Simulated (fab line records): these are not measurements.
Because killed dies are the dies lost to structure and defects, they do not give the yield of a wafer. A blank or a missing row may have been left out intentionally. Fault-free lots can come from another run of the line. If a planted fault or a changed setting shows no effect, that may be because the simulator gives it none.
Matching of chambers :: flow nand_harc :: 3 sister chambers for NHARC_A_SLIT_DEP_23 on pecvd-01
The step deposits SiON, target thk 100 nm. 3 wafers are shown with their chamber, then 7 later ones without.

== WAFERS, EACH WITH ITS CHAMBER ==
wafer: L584.3
chamber: 2
heater_power_w (W): 689

wafer: L586.1
chamber: 0
heater_power_w (W): 830

wafer: L586.3
chamber: 1
heater_power_w (W): 649

== WAFERS MISSING THEIR CHAMBER ==
wafer: L586.5
heater_power_w (W): 654

wafer: L588.1
heater_power_w (W): 742

wafer: L588.3
heater_power_w (W): 779

wafer: L588.5
heater_power_w (W): 797

wafer: L589.1
heater_power_w (W): 806

wafer: L589.4
heater_power_w (W): 816

wafer: L589.5
heater_power_w (W): 706

== WHICH CHAMBER EACH WENT THROUGH ==
wafer: L586.5
from the rows above: can't be placed: 1 or 2
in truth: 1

wafer: L588.1
from the rows above: can't be placed: 2 or 0 or 1
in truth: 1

wafer: L588.3
from the rows above: can't be placed: 0 or 2
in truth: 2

wafer: L588.5
from the rows above: 0
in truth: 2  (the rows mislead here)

wafer: L589.1
from the rows above: 0
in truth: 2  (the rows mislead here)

wafer: L589.4
from the rows above: 0
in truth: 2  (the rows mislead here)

wafer: L589.5
from the rows above: can't be placed: 2 or 1
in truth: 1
Placed correctly: 0 of 7. These rows do not allow placing 4 (true chamber among the candidates in 4). Placed wrongly: 3.
How it was worked out, from the rows above alone: a wafer's distance from a chamber is the root of the sum, over the readings, of the square of ((its reading less the chamber's mean) divided by the reading's scatter). The wafer belongs to the nearest chamber; if the next one is less than 2 further off, it can't be placed. The mean given for a chamber averages the wafers shown for that chamber. The scatter (one wafer shown for each chamber): square how far every hidden wafer sits from the nearest shown wafer, average those squares and take the square root.
